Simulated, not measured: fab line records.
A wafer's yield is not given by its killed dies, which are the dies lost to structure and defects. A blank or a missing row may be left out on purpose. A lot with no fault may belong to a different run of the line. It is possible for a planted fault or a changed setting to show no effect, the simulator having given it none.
fab line records	flow nand-harc
record: lots: 6	wafers: 18	last-day: 33
route steps=1302 shown P_CONTACT@233 P_M0@253 END@1302
lots that met no fault: taken from a fault-free run of the same line
start-h: start of the lot's first displayed wafer, in hours after the record's first day	wait-h: hours since the lot's step before	" the same as in the row above	L1.1+2: a single row standing in for several wafers	- no value, or no start given	* or withheld: withheld	< > ~ a bound
route shown NAME@n: names a module that has steps shown in the file, with the first one's number in the route	usual: average and standard deviation across the fault-free wafers	same: alike in all rows	chamber/n: place in a boat	sites: each site's reading	_std_site: their standard deviation	_edge_site: the outer-site mean with the inner-site mean subtracted	radius-mm: for every site, how far away it sits from the centre of the wafer	mask NAME#n: copy n	behind: the tool/chamber that last shaped the wafer	hold: the reason the lot was held/the length of the hold in hours/how it ended	device: which transistor (n, p or np) failed to switch	end of line: tests of these same wafers at the route's end	for a step that has no rows: nothing shown but its recipe	killed: dies that structure and defects cost at the first sort, which is not the same as the wafer's yield	map: dies across one wafer; x = killed, . = not, _ = none there
set.NAME: the setting that was run; set.NAME@STEP: the one run at that earlier step	model.NAME: the simulator's own value behind a step, which no gauge read
lots seen at some steps along the route; tables by step, rows by wafer
services: when a tool's chamber went out of use (start-h, in hours from the record's first day, below 0 if earlier), for how many hours, and the reason
== steps ==
step: NHARC_P_CONTACT_OVL_MEAS_13
usual: overlay-x-nm: 0.2/0.81	overlay-y-nm: 0.0/0.74
lot.wafer	tool	chamber	start-h	wait-h	overlay-x-nm	overlay-y-nm
L542.3	overlay-01	-	120.11	-	1.8	-1.5
L542.4	"	-	"	"	1.3	-1.4
L542.6	"	-	"	"	0.9	-1.3
L544.1	overlay-01	-	132.49	-	-1.0	0.6
L544.2	"	-	"	"	-0.2	0.4
L544.6	"	-	"	"	-0.2	1.2
L552.1	overlay-02	-	221.85	-	0.1	-0.2
L552.3	"	-	"	"	0.2	0.0
L552.5	"	-	"	"	0.2	0.1
L558.1	overlay-02	-	282.54	-	0.4	-0.6
L558.2	"	-	"	"	0.8	-1.0
L558.6	"	-	"	"	0.3	-1.1
L559.1	overlay-01	-	291.92	-	1.6	0.5
L559.4	"	-	"	"	1.5	0.3
L559.5	"	-	"	"	1.7	0.7
L564.1	overlay-01	-	340.06	-	0.9	-0.5
L564.2	"	-	"	"	0.8	-0.4
L564.4	"	-	"	"	0.8	0.0
step: NHARC_P_CONTACT_INSPECT_14
usual: raw-defect-count: 4.2/2.3
lot.wafer	tool	chamber	start-h	wait-h	raw-defect-count
L542.3	defect-inspect-01	-	120.15	0.0	6
L542.4	"	-	"	"	4
L542.6	"	-	"	"	4
L544.1	defect-inspect-02	-	132.53	0.0	2
L544.2	"	-	"	"	2
L544.6	"	-	"	"	5
L552.1	defect-inspect-01	-	221.89	0.0	7
L552.3	"	-	"	"	3
L552.5	"	-	"	"	5
L558.1	defect-inspect-01	-	282.57	0.0	2
L558.2	"	-	"	"	3
L558.6	"	-	"	"	2
L559.1	defect-inspect-01	-	291.96	0.0	2
L559.4	"	-	"	"	5
L559.5	"	-	"	"	2
L564.1	defect-inspect-02	-	340.10	0.0	7
L564.2	"	-	"	"	9
L564.4	"	-	"	"	7
step: NHARC_P_CONTACT_DESCUM_17
recipe: time-s: 3	o2-flow-sccm: 200	ar-flow-sccm: 0	bias-power-w: 0	chemistry: O2
usual: drypump-motor-current-A: 5.6/0.44	mfc-ar-sccm: 0.007/0.0092	oes-product-au: 1.003/0.013	rf-vpp-V: 57.9/0.7	showerhead-plenum-p-Torr: 1.93/0.062	throttle-valve-pct: 11.312/0.01
same: bias-power-w: 0
lot.wafer	tool	chamber	start-h	wait-h	drypump-motor-current-A	mfc-ar-sccm	oes-product-au	rf-hours-counter-h	rf-vpp-V	showerhead-plenum-p-Torr	throttle-valve-pct
L542.4	rie-diel-12	3	120.21	0.1	6.3	0.004	0.977	0.9	57.3	1.83	11.289
L542.3	"	2	"	"	6.2	0.010	0.997	1.0	57.6	1.89	11.309
L542.6	"	0	"	"	5.7	0	1.011	-	58.9	1.99	11.307
L544.2	rie-diel-02	3	132.59	0.1	6.2	0.011	0.998	1.7	57.8	1.96	11.307
L544.1	"	0	"	"	5.0	0.011	1.005	1.9	58.4	1.85	11.321
L544.6	"	0	"	"	5.0	0.011	1.001	-	59.3	1.85	11.305
L552.3	rie-diel-12	1	221.97	0.1	4.9	0	1.017	6.3	57.8	1.94	11.304
L552.1	"	2	"	"	6.2	0.010	1.010	5.8	57.4	1.89	11.297
L552.5	"	3	"	"	6.2	0.004	0.988	-	57.3	1.83	11.319
L558.2	rie-diel-12	0	282.63	0.1	5.7	0	1.036	0.7	57.4	1.98	11.307
L558.1	"	1	"	"	4.9	0	1.029	0.8	56.8	1.94	11.305
L558.6	"	0	"	"	5.7	0	1.041	-	58.1	1.98	11.303
L559.4	rie-diel-06	3	292.02	0.1	5.2	0.010	0.987	3.9	58.1	1.93	11.331
L559.1	"	0	"	"	5.6	0.032	1.014	4.0	59.5	1.97	11.307
L559.5	"	3	"	"	5.3	0.010	0.991	-	57.6	1.93	11.334
L564.2	rie-diel-06	2	340.16	0.1	5.8	0	0.992	0.5	58.4	1.92	11.314
L564.4	"	3	"	"	5.2	0.010	0.985	0.8	58.3	1.93	11.350
L564.1	"	0	"	"	5.5	0.032	0.991	0.8	58.4	1.97	11.313
step: NHARC_P_CONTACT_ETCH_35
recipe: target-depth-a: 390	over-etch-frac: 0.3	time-s: 65	ion-energy-ev: 80	cf4-flow-sccm: 150	ar-flow-sccm: 0	rf-w: 300	bias-w: 100	chemistry: CF4
step: NHARC_P_CONTACT_ETCH_36
recipe: target-depth-a: 2600	over-etch-frac: 0.25	time-s: 406.25	ion-energy-ev: 200	n2-flow-sccm: 150	h2-flow-sccm: 150	ar-flow-sccm: 0	rf-w: 400	bias-w: 150	chemistry: N2/H2
step: NHARC_P_CONTACT_ETCH_18
recipe: target-depth-a: 4810	time-s: 240.5	c4f8-flow-sccm: 20	o2-flow-sccm: 10	ar-flow-sccm: withheld	rf-w: 600	bias-w: 1500	chemistry: C4F8/O2/Ar
step: NHARC_P_CONTACT_STRIP_37
recipe: c4f8-flow-sccm: withheld	o2-flow-sccm: 8	ar-flow-sccm: withheld	bias-w: 0	chemistry: C4F8/O2/Ar
step: NHARC_P_CONTACT_ETCH_31
recipe: target-depth-a: 300	time-s: 85.7	ion-energy-ev: 120	over-etch-frac: 1	ch3f-flow-sccm: 50	o2-flow-sccm: 30	ar-flow-sccm: 200	rf-w: 500	bias-w: 100	chemistry: CH3F/O2
step: NHARC_P_CONTACT_CD_MEAS_19
usual: cd-nm: 89.9/1.7
lot.wafer	tool	chamber	start-h	wait-h	cd-nm
L542.3	cd-sem-02	-	121.09	-	90.5
L542.4	"	-	"	"	91.3
L542.6	"	-	"	"	90.0
L544.1	cd-sem-02	-	133.46	-	87.8
L544.2	"	-	"	"	88.0
L544.6	"	-	"	"	84.6
L552.1	cd-sem-03	-	223.31	-	89.6
L552.3	"	-	"	"	90.9
L552.5	"	-	"	"	90.8
L558.1	cd-sem-02	-	283.50	-	87.8
L558.2	"	-	"	"	87.4
L558.6	"	-	"	"	89.2
L559.1	cd-sem-01	-	292.89	-	94.5
L559.4	"	-	"	"	88.8
L559.5	"	-	"	"	91.3
L564.1	cd-sem-03	-	341.49	-	93.6
L564.2	"	-	"	"	89.2
L564.4	"	-	"	"	91.4
step: NHARC_P_CONTACT_STRIP_28
recipe: o2-flow-sccm: 500	ar-flow-sccm: 0	bias-w: 0	chemistry: O2
usual: drypump-motor-current-A: 5.6/0.43	mfc-ar-sccm: 0.008/0.01	oes-product-au: 1.002/0.012	rf-vpp-V: 57.9/0.84	showerhead-plenum-p-Torr: 3.56/0.11	throttle-valve-pct: 17.036/0.0092
lot.wafer	tool	chamber	start-h	wait-h	drypump-motor-current-A	mfc-ar-sccm	oes-product-au	rf-hours-counter-h	rf-vpp-V	showerhead-plenum-p-Torr	throttle-valve-pct
L542.4	rie-diel-12	1	121.19	0.1	4.9	0	1.030	1.4	57.2	3.58	17.022
L542.3	"	2	"	"	6.2	0.010	1.004	1.4	57.3	3.49	17.038
L542.6	"	3	"	"	6.3	0.004	0.991	-	56.8	3.39	17.041
L544.1	rie-diel-02	2	133.54	0.1	5.3	0	0.990	2.2	59.8	3.76	17.031
L544.2	"	3	"	"	6.2	0.011	0.997	2.1	57.4	3.62	17.028
L544.6	"	2	"	"	5.3	0	0.992	-	58.7	3.76	17.038
L552.1	rie-diel-06	0	223.39	0.1	5.5	0.032	0.998	2.2	57.9	3.63	17.034
L552.3	"	2	"	"	5.8	0	1.015	2.5	58.7	3.54	17.050
L552.5	"	1	"	"	5.5	0	1.019	-	58.7	3.39	17.036
L558.2	rie-diel-02	1	283.58	0.1	5.9	0	0.990	1.3	57.7	3.67	17.043
L558.1	"	2	"	"	5.3	0	0.999	1.1	57.8	3.76	17.051
L558.6	"	2	"	"	5.3	0	0.994	-	58.4	3.76	17.023
L559.1	rie-diel-12	2	292.96	0.1	6.2	0.010	0.989	1.9	57.9	3.49	17.027
L559.4	"	0	"	"	5.7	0	1.020	1.6	58.4	3.65	17.037
L559.5	"	2	"	"	6.2	0.010	0.991	-	58.3	3.49	17.042
L564.2	rie-diel-06	0	341.59	0.1	5.6	0.032	0.996	1.1	57.7	3.62	17.041
L564.4	"	1	"	"	5.5	0	1.004	0.8	56.7	3.39	17.021
L564.1	"	2	"	"	5.8	0	0.992	0.9	58.5	3.54	17.050
step: NHARC_P_CONTACT_STRIP_29
recipe: time-s: 1200	temp-c: 72.5	chemistry: post-etch-residue-remover
step: NHARC_P_CONTACT_DEGAS_38
recipe: temp-c: 300	time-s: 60
step: NHARC_P_CONTACT_PRE_CLEAN_39
recipe: time-s: 19.5	bias-v: 250	gas: Ar
usual: bias-v: 250.4/2.5
lot.wafer	tool	chamber	start-h	wait-h	bias-v
L542.3	pvd-sputter-02	-	121.86	-	251.7
L542.4	"	-	"	"	251.3
L542.6	"	-	"	"	250.5
L544.2	pvd-sputter-03	-	134.24	-	248.5
L544.1	"	-	"	"	252.4
L544.6	"	-	"	"	249.6
L552.3	pvd-sputter-02	-	224.10	-	251.1
L552.1	"	-	"	"	253.8
L552.5	"	-	"	"	248.2
L558.2	pvd-sputter-03	-	284.29	-	253.8
L558.1	"	-	"	"	249.7
L558.6	"	-	"	"	250.0
L559.4	pvd-sputter-03	-	293.66	-	253.3
L559.1	"	-	"	"	248.7
L559.5	"	-	"	"	254.1
L564.1	pvd-sputter-01	-	342.32	0.1	247.1
L564.2	"	-	"	"	253.0
L564.4	"	-	"	"	251.6
step: NHARC_P_CONTACT_PVD_32
recipe: target-thk-a: 50	chamber-pressure-pa: 5	power-w: 5000	substrate-temp-c: 200	time-s: 17.7	material: Ti
step: NHARC_P_CONTACT_ALD_22
recipe: target-thk-a: 30	pulse-time-s: 1	ald-cycles: 150	temp-c: 450	material: TiN
step: NHARC_P_CONTACT_CVD_23
recipe: target-thk-a: 2000	temp-c: 300	pressure-torr: 40	wf6-flow-sccm: 40	h2-flow-sccm: 1600	ar-flow-sccm: 1560	time-s: 557	material: W
usual: heater-power-w: 431/19	mfc-ar-sccm: 1560/4.5	throttle-valve-pct: 7.73/0.27
lot.wafer	tool	chamber	start-h	wait-h	heater-power-w	mfc-ar-sccm	throttle-valve-pct
L542.3	cvd-w-02	0	-	-	416	1559	7.38
L542.4	"	1	"	"	440	1554	7.97
L542.6	"	1	"	"	423	1556	7.95
L544.1	cvd-w-02	1	-	-	430	1563	7.94
L544.2	"	0	"	"	400	1564	7.75
L544.6	"	0	"	"	398	1558	7.62
L552.1	cvd-w-01	1	-	-	444	1566	7.21
L552.3	"	1	"	"	447	1564	7.33
L552.5	"	0	"	"	459	1562	7.75
L558.1	cvd-w-01	1	-	-	439	1568	7.61
L558.2	"	0	"	"	447	1560	8.04
L558.6	"	1	"	"	442	1561	7.22
L559.1	cvd-w-01	0	-	-	451	1556	7.76
L559.4	"	1	"	"	443	1565	7.18
L559.5	"	1	"	"	437	1565	7.58
L564.1	cvd-w-01	0	-	-	457	1566	7.61
L564.2	"	1	"	"	441	1555	7.45
L564.4	"	0	"	"	461	1562	7.83
step: NHARC_P_CONTACT_CMP_24
recipe: t-overpolish-s: 30	target-thk-nm: 200
step: NHARC_P_CONTACT_SRD_26
step: NHARC_P_M0_DEP_00
recipe: target-thk-a: 1500	target-thk-nm: 150	temp-c: withheld	pressure-torr: 5	flow-sccm: 200	rf-w: 600	material: SiOC
step: NHARC_P_M0_DEHYDRATE_01
recipe: temp-c: 150	time-s: 120
step: NHARC_P_M0_HMDS_02
recipe: time-s: 30
step: NHARC_P_M0_COAT_33
recipe: temp-c: 200	time-s: 65
step: NHARC_P_M0_COAT_03
recipe: spin-rpm: 1500	resist-thk-nm: 90
step: NHARC_P_M0_SOFTBAKE_04
recipe: temp-c: 105	time-s: 55
step: NHARC_P_M0_EBR_05
step: NHARC_P_M0_EXPOSE_06
recipe: na: 1.35	target-cd-nm: 90	dose-mj: 81.28	mask-id: P_M0
step: NHARC_P_M0_PEB_07
recipe: peb-temp-c: 100	peb-time-s: 65
step: NHARC_P_M0_DEVELOP_08
recipe: develop-time-s: 35	dev-temp-c: 23
step: NHARC_P_M0_CD_MEAS_09
recipe: target-cd-nm: 90	landing-energy-ev: 500
usual: cd-nm: 89.9/0.68
lot.wafer	tool	chamber	start-h	wait-h	cd-nm
L542.3	cd-sem-03	0	124.19	-	89.5
L542.4	"	0	"	"	90.3
L542.6	"	0	"	"	89.6
L544.1	cd-sem-03	0	136.61	-	90.7
L544.2	"	0	"	"	90.5
L544.6	"	0	"	"	88.7
L552.1	cd-sem-01	0	226.32	-	89.4
L552.3	"	0	"	"	90.4
L552.5	"	0	"	"	89.9
L558.1	cd-sem-02	0	286.87	-	90.6
L558.2	"	0	"	"	89.8
L558.6	"	0	"	"	90.7
L559.1	cd-sem-01	0	296.03	-	88.9
L559.4	"	0	"	"	90.0
L559.5	"	0	"	"	89.8
L564.1	cd-sem-02	0	357.79	-	89.5
L564.2	"	0	"	"	88.6
L564.4	"	0	"	"	88.8
step: NHARC_P_M0_OVL_MEAS_10
recipe: pitch-nm: 180
usual: overlay-x-nm: 0.1/0.83	overlay-y-nm: -0.1/0.98
lot.wafer	tool	chamber	start-h	wait-h	overlay-x-nm	overlay-y-nm
L542.3	overlay-02	-	124.28	-	0.8	0.8
L542.4	"	-	"	"	1.4	0.6
L542.6	"	-	"	"	1.5	0.3
L544.1	overlay-02	-	136.70	-	-0.3	-0.2
L544.2	"	-	"	"	0.3	-0.8
L544.6	"	-	"	"	-0.3	-0.9
L552.1	overlay-02	-	226.40	-	0.0	-0.2
L552.3	"	-	"	"	0.6	-0.3
L552.5	"	-	"	"	0.0	-0.2
L558.1	overlay-02	-	286.96	-	1.7	1.0
L558.2	"	-	"	"	1.6	0.6
L558.6	"	-	"	"	2.3	0.9
L559.1	overlay-01	-	296.12	-	-0.7	2.0
L559.4	"	-	"	"	-0.9	1.7
L559.5	"	-	"	"	-1.1	1.8
L564.1	overlay-02	-	357.88	-	-1.3	2.0
L564.2	"	-	"	"	-1.1	1.7
L564.4	"	-	"	"	-0.6	1.0
step: NHARC_P_M0_DESCUM_14
recipe: time-s: 3	o2-flow-sccm: 200	ar-flow-sccm: 0	bias-power-w: 0	chemistry: O2
step: NHARC_P_M0_ETCH_34
recipe: target-depth-a: 400	overetch-a: 120	time-s: 43.94	ion-energy-ev: 200	n2-flow-sccm: 150	h2-flow-sccm: 150	ar-flow-sccm: 0	rf-w: 400	bias-w: 150	chemistry: N2/H2
step: NHARC_P_M0_ETCH_15
recipe: target-depth-a: 1500	overetch-a: 150	time-s: 82.5	c4f8-flow-sccm: withheld	ar-flow-sccm: 400	rf-w: 600	bias-w: 300	chemistry: C4F8/Ar
step: NHARC_P_M0_CD_MEAS_16
usual: cd-nm: 89.7/0.97
lot.wafer	tool	chamber	start-h	wait-h	cd-nm
L542.3	cd-sem-01	-	124.68	-	90.8
L542.4	"	-	"	"	89.6
L542.6	"	-	"	"	89.0
L544.1	cd-sem-03	-	137.23	-	89.0
L544.2	"	-	"	"	90.9
L544.6	"	-	"	"	87.6
L552.1	cd-sem-03	-	226.80	-	89.5
L552.3	"	-	"	"	90.1
L552.5	"	-	"	"	89.5
L558.1	cd-sem-03	-	287.51	-	90.0
L558.2	"	-	"	"	90.6
L558.6	"	-	"	"	91.1
L559.1	cd-sem-02	-	296.81	-	89.2
L559.4	"	-	"	"	87.9
L559.5	"	-	"	"	88.4
L564.1	cd-sem-01	-	358.28	-	89.0
L564.2	"	-	"	"	88.7
L564.4	"	-	"	"	88.5
step: NHARC_P_M0_STRIP_18
recipe: power-w: 1000	n2-flow-sccm: 150	h2-flow-sccm: 150	ar-flow-sccm: 0	bias-w: 0	chemistry: N2/H2
step: NHARC_P_M0_STRIP_19
recipe: time-s: 600	temp-c: 30	chemistry: post-etch-residue-remover
step: NHARC_P_M0_DEGAS_28
recipe: temp-c: 250	time-s: 60
usual: heater-power-w: 322/42
lot.wafer	tool	chamber	start-h	wait-h	heater-power-w
L542.4	pvd-sputter-02	-	125.30	-	305
L542.3	"	-	"	"	340
L542.6	"	-	"	"	309
L544.2	pvd-sputter-01	-	137.90	-	407
L544.1	"	-	"	"	286
L544.6	"	-	"	"	417
L552.1	pvd-sputter-01	-	227.42	-	325
L552.3	"	-	"	"	291
L552.5	"	-	"	"	285
L558.1	pvd-sputter-01	-	288.18	-	287
L558.2	"	-	"	"	404
L558.6	"	-	"	"	288
L559.4	pvd-sputter-01	-	297.43	-	288
L559.1	"	-	"	"	397
L559.5	"	-	"	"	350
L564.2	pvd-sputter-02	-	358.92	-	326
L564.1	"	-	"	"	251
L564.4	"	-	"	"	304
step: NHARC_P_M0_PRE_CLEAN_29
recipe: time-s: 30	temp-c: 280	gas: H2/He
step: NHARC_P_M0_PVD_20
recipe: target-thk-a: 50	bias-v: 168.6	power-w: 15000	chamber-pressure-pa: 0.12	time-s: 8.06	substrate-temp-c: 50	material: TaN
usual: bias-v: 168.8/1.7	throttle-valve-pct: 30.6/0.87
lot.wafer	tool	chamber	start-h	wait-h	bias-v	throttle-valve-pct
L542.3	pvd-sputter-02	-	-	-	166.8	29.7
L542.4	"	-	"	"	166.1	32.3
L542.6	"	-	"	"	171.0	30.8
L544.1	pvd-sputter-01	-	-	-	168.0	31.2
L544.2	"	-	"	"	171.5	29.0
L544.6	"	-	"	"	170.4	31.2
L552.3	pvd-sputter-01	-	-	-	169.5	31.1
L552.1	"	-	"	"	168.3	30.5
L552.5	"	-	"	"	170.0	31.0
L558.1	pvd-sputter-01	-	-	-	167.7	31.5
L558.2	"	-	"	"	170.7	32.0
L558.6	"	-	"	"	170.2	31.5
L559.4	pvd-sputter-01	-	-	-	167.3	29.4
L559.1	"	-	"	"	168.0	31.9
L559.5	"	-	"	"	169.2	31.6
L564.2	pvd-sputter-02	-	-	-	171.1	30.7
L564.1	"	-	"	"	167.4	31.0
L564.4	"	-	"	"	169.0	31.2
step: NHARC_END_SORT_01
recipe: temp-c: 25
usual: killed-at-array: 57/19	killed-at-other: 0.9/1.1	killed-at-periphery: 4.0/2.6	killed-dies: 62/19	killed-open: 3.3/1.8	killed-short: 2.4/1.7
same: gross-dies: 677
lot.wafer	tool	chamber	start-h	wait-h	killed-at-array	killed-at-other	killed-at-periphery	killed-dies	killed-open	killed-short
L552.1	prober-02	0	658.84	2.5	73	1	3	77	3	1
L552.3	prober-02	0	660.43	3.1	51	2	3	56	5	1
L552.5	prober-02	0	662.03	3.7	59	3	2	64	2	1
L559.1	prober-02	0	718.63	2.5	53	0	94	147	1	0
L559.4	prober-02	0	721.06	3.4	44	0	37	81	4	0
L559.5	prober-02	0	721.87	3.7	70	0	103	173	2	4
L558.1	prober-01	0	722.22	2.5	24	1	70	95	1	2
L558.2	prober-01	0	723.01	2.8	35	1	99	135	2	1
L558.6	prober-01	0	726.18	4.0	44	0	98	142	9	5
killed by level:class
L552.1 A_SLIT:chamber-film-flake=32 A_CHANNEL_HOLE_D1:chamber-film-flake=26 A_STAIRCASE:chamber-film-flake=6 A_DECK1_JOINT:chamber-film-flake=3 P_GATE:chamber-film-flake=2 A_ONON_D1:geometric-particle:open=1 A_CHANNEL_FILL_D1:geometric-particle:open=1 A_ONON_D2:geometric-particle:open=1
L552.3 A_CHANNEL_HOLE_D1:chamber-film-flake=21 A_SLIT:chamber-film-flake=16 A_CHANNEL_HOLE_D2:unspecified=4 A_WL_FILL:geometric-particle:open=2 A_STAIRCASE:chamber-film-flake=2 A_CONTACT:chamber-film-flake=2 THIN_TSV:chamber-film-flake=2 P_STI:geometric-particle:short=1
L552.5 A_CHANNEL_HOLE_D1:chamber-film-flake=29 A_SLIT:chamber-film-flake=16 A_CONTACT:chamber-film-flake=6 THIN_TSV:chamber-film-flake=3 P_STI:chamber-film-flake=2 A_CHANNEL_HOLE_D2:unspecified=2 A_STAIRCASE:chamber-film-flake=2 A_ONON_D1:geometric-particle:open=1
L559.1 P_CONTACT:unspecified=91 A_CHANNEL_HOLE_D1:chamber-film-flake=24 A_CHANNEL_HOLE_D2:chamber-film-flake=16 A_CONTACT:chamber-film-flake=5 A_SLIT:chamber-film-flake=4 P_M2:chamber-film-flake=2 A_STAIRCASE:chamber-film-flake=2 A_M1:geometric-particle:open=1
L559.4 P_CONTACT:unspecified=33 A_CHANNEL_HOLE_D1:chamber-film-flake=22 A_SLIT:chamber-film-flake=7 A_CHANNEL_HOLE_D2:chamber-film-flake=5 A_STAIRCASE:chamber-film-flake=3 A_CONTACT:chamber-film-flake=2 P_M0:geometric-particle:open=1 P_M1:geometric-particle:open=1
L559.5 P_CONTACT:unspecified=101 A_CHANNEL_HOLE_D1:chamber-film-flake=34 A_CHANNEL_HOLE_D2:chamber-film-flake=13 A_SLIT:chamber-film-flake=8 A_CONTACT:chamber-film-flake=6 A_STAIRCASE:chamber-film-flake=3 A_ONON_D1:geometric-particle:short=2 P_GATE:geometric-particle:short=1
L558.1 P_CONTACT:unspecified=67 A_CHANNEL_HOLE_D1:chamber-film-flake=13 A_SLIT:chamber-film-flake=3 P_M2:chamber-film-flake=2 A_ZERO_WELL:chamber-film-flake=2 A_CONTACT:chamber-film-flake=2 A_ONON_D1:geometric-particle:short=1 A_CHANNEL_HOLE_D1:geometric-particle:short=1
L558.2 P_CONTACT:unspecified=95 A_CHANNEL_HOLE_D1:chamber-film-flake=27 A_SLIT:chamber-film-flake=4 P_M2:chamber-film-flake=3 P_CONTACT:geometric-particle:open=1 A_BLC:geometric-particle:short=1 A_M0:geometric-particle:open=1 A_DECK1_JOINT:chamber-film-flake=1
L558.6 P_CONTACT:unspecified=93 A_CHANNEL_HOLE_D1:chamber-film-flake=24 A_WL_FILL:geometric-particle:short=3 P_CONTACT:chamber-film-flake=3 A_SLIT:chamber-film-flake=3 A_ONON_D1:geometric-particle:open=2 A_CONTACT:chamber-film-flake=2 P_GATE:geometric-particle:open=1
map L558.6 (x killed, . not)
____________.____________
_________......._________
_______..........._______
______............x______
_____..............._____
____.................____
____.................____
___................x..___
___...................___
__.............x.......__
__.........x.x.........__
_......x...x.x.x.....x.x_
_..........xxxxx........_
_........xx.xxxxx......._
_..........xxxxxxx......_
_......x..xxxxxxxxx....._
.......x.xxxxxxxxx.......
.........xxxxxxxxx.......
........xxxxxxxxxx.......
.........xxxxxxxx.x......
......x..xxxxxxxxx.......
_..........xxxxxx......._
_..........xxxxxx......._
_..........xx.x.x......._
_..........x............_
_xx..x.......x.....xx..._
__.xx..............xxxx__
__..x....x.......x.xxx.__
___.......x.......xxxx___
___...............xxxx___
____..............xx.____
____.........x....xxx____
_____.x...........x._____
______...x.x.......______
_______..........._______
_________......._________
____________.____________
map L559.5 (x killed, . not)
____________x____________
_________.xxx..._________
_______.xxxx..x..._______
______...x....x....______
_____.......x......._____
____...........x..x..____
____.....x...........____
___..x................___
___x..................___
__.....................__
__x..x......x..........__
_..........xxxxxx......._
_.........xxxxxxxx......_
_....xx...x.xxxxx..x.x.._
_.....x.x.xxxxxxx......._
_..xx..xx.xxxxxxxxx.x..._
...xxx.x.xxxxxxxx........
...xx.xx..xxxxxxxx..xx...
...xxxxx.xxxxxxxxxx......
.x..xxx.xxxxxxxxxx.......
.....xx.xxxxxxxxxx.......
_.....xx.xxxxxxxx......._
_.....xxxxxxxxxxxx......_
_..........x.x.........._
_...........xx.x........_
_...................x..._
__...................x.__
__................xx..x__
___..........x......xx___
___..............x..x.___
____.................____
____.................____
_____.............x._____
______.............______
_______..........._______
_________......._________
____________x____________
== services ==
tool	chamber	start-h	hours	kind
pvd-sputter-03	-	101.93	1.8	repair
pvd-sputter-01	-	102.54	0.6	repair
pvd-sputter-02	-	104.00	10.0	pm
rie-diel-06	-	130.20	9.0	pm
rie-diel-06	3	159.55	2.2	repair
cvd-w-01	1	163.67	7.3	repair
rie-diel-12	2	172.46	6.1	repair
pvd-sputter-01	-	174.35	4.4	repair
rie-diel-12	2	184.43	9.1	repair
cvd-w-01	-	185.00	13.0	pm
rie-diel-12	-	213.89	0.5	repair
rie-diel-12	-	223.00	1.3	repair
pvd-sputter-01	-	234.51	10.0	pm
rie-diel-06	2	265.17	3.3	repair
rie-diel-12	-	268.40	9.0	pm
pvd-sputter-01	-	278.15	4.0	repair
rie-diel-06	1	278.61	11.6	repair
pvd-sputter-02	-	282.00	10.0	pm
pvd-sputter-01	-	293.30	3.2	repair
rie-diel-06	-	307.20	9.0	pm
cvd-w-01	-	312.81	1.2	repair
rie-diel-12	2	318.60	1.7	repair
cvd-w-01	-	338.30	16.7	repair
rie-diel-12	1	344.53	3.6	repair
== key ==
first-sign: step: NHARC_END_SORT_01	reading: killed-at-periphery	direction: up	sigmas: 31	usual: 4.0	struck: 83.5
effect: step: NHARC_END_SORT_01	reading: killed-dies	direction: up	sigmas: 3.6	usual: 62	struck: 129	wafers-moved: 5
more-kills-born-at: NHARC_P_CONTACT_PRE_CLEAN_39@pvd-sputter-03: 480
met-at NHARC_P_CONTACT_PRE_CLEAN_39
struck-wafers L558.1,L558.2,L558.6,L559.1,L559.4,L559.5
tester-left-out L558,L559
onset-between 134.24 284.29
also-fits NHARC_P_M0_DEGAS_28:pvd-sputter-01,NHARC_P_M0_PVD_20:pvd-sputter-01
fault: kind: chamber-particle-source	tool: pvd-sputter-03	chamber: -	onset-h: 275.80	steps: NHARC_P_CONTACT_PRE_CLEAN_39	rate-per-visit-cm2: 1.3135	end-h: 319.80
tester-left-out: of these lots the tester's yield and bins aren't shown, on N5 and GAA mostly nor the transistor test; their killed dies are dies lost to structure and defects alone, not to doping, threshold or leakage, so they don't give the yield
